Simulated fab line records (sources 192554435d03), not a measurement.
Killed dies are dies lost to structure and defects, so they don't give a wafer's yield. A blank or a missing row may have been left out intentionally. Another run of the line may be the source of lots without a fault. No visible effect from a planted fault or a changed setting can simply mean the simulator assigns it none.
A lot that was struck, set against a sound lot / flow n5 finfet / 14 out of 1938 route steps
Sound: the wafers L253.1, L253.5, L253.6. Wafers struck: L247.2, L247.3, L247.4. Last of all comes the cause.
Order at every step that has rows: each side's tool, ch and its chambers, its first start. Under that, the readings that differ: sound wafers / struck wafers / difference of the means / sigmas: that difference in standard deviations of wafers without a fault.
alike: readings whose means differ by less than 2 such deviations, and words and numbers that are the same on both sides. not compared: withheld readings, readings that some wafer has no value for, bounds like >300 that may hide the same value, and numbers for which the record gives no deviation and whose values overlap.
Wherever a step has rows on one side only, a row that says differs or no value, or a row with sigmas, the two part there. Numbers that don't overlap but have no deviation are shown without sigmas and don't part them. A reading missing from all wafers of one side parts the sides only when that side holds two or more wafers.

N5_BEOL_M9_STRIP_67: strips in CF4.
  sound on rie diel-02 ch 0,2,3, day 13 22:10; struck on rie diel-06 ch 0,2, day 12 03:52
  alike: drypump motor current A, oes product au, rf vpp V, showerhead plenum p Torr, throttle valve pct
  not compared: rf hours counter h
N5_BEOL_M9_HM_OPEN_17: chemistry Cl2/BCl3, target TiN, target depth 20 nm, overetch 6 nm.
  sound on rie metal-01 ch 0,1, day 13 22:12; struck on rie metal-03 ch 0,1, day 12 03:55
  alike: drypump motor current A, oes product au, throttle valve pct
  not compared: rf hours counter h
N5_BEOL_M9_STRIP_19: strips in O2.
  sound on rie diel-02 ch 1,2, day 13 22:19; struck on rie diel-01 ch 0,1,2, day 12 04:01
  alike: drypump motor current A, oes product au, rf vpp V, showerhead plenum p Torr, throttle valve pct
  not compared: rf hours counter h
N5_BEOL_M9_CD_MEAS_18: pitch 140 nm, target cd 70 nm.
  sound on cd sem-01, day 13 22:23; struck on cd sem-01, day 12 04:05
reading=cd nm (nm); sound=69.5 70.2 69.9; struck=71.2 70.8 70.6; difference=+1.0; sigmas=+2
then, 8 steps without rows for these wafers: N5_BEOL_M9_COAT_63 (time 60 s, resist thk 60 nm); N5_BEOL_M9_COAT_64 (time 60 s, resist thk 12 nm); N5_BEOL_M9_COAT_75 (time 60 s, resist thk 5 nm); N5_BEOL_M9_COAT_22 (resist thk 30 nm); N5_BEOL_M9_EBR_24; N5_BEOL_M9_SOFTBAKE_23 (time 60 s); N5_BEOL_M9_EXPOSE_25 (exposes mask V8); N5_BEOL_M9_PEB_26 (peb time 60 s).
N5_BEOL_M9_DEVELOP_27: develop time 30 s.
  sound on litho track-02 ch 0, day 13 23:50; struck on litho track-05, day 12 05:43
  no value came back on the struck wafers for chill plate temp C (C), develop time s (s); on the sound wafers chill plate temp C (C) reads 23.01 22.96 23.08
reading=model.CAR-EUV_of_BEOL_M9_COAT_22.thk nm (nm); sound=29.6 29.6 29.6; struck=30.2 30.2 30.2; difference=+0.6; sigmas=
N5_BEOL_M9_CD_MEAS_28: the cd target is 70 nm.
  sound on cd sem-02 ch 0, day 13 23:53; struck on cd sem-01 ch 0, day 12 05:47
reading=cd nm (nm); sound=70.03 70.42 70.10; struck=- - -; difference=no value on the struck wafers; sigmas=

WHERE THEY PART
Last at N5_BEOL_M9_CD_MEAS_28 as far as this record goes, first at N5_BEOL_M9_CD_MEAS_18.

WHY: what the simulator had put in
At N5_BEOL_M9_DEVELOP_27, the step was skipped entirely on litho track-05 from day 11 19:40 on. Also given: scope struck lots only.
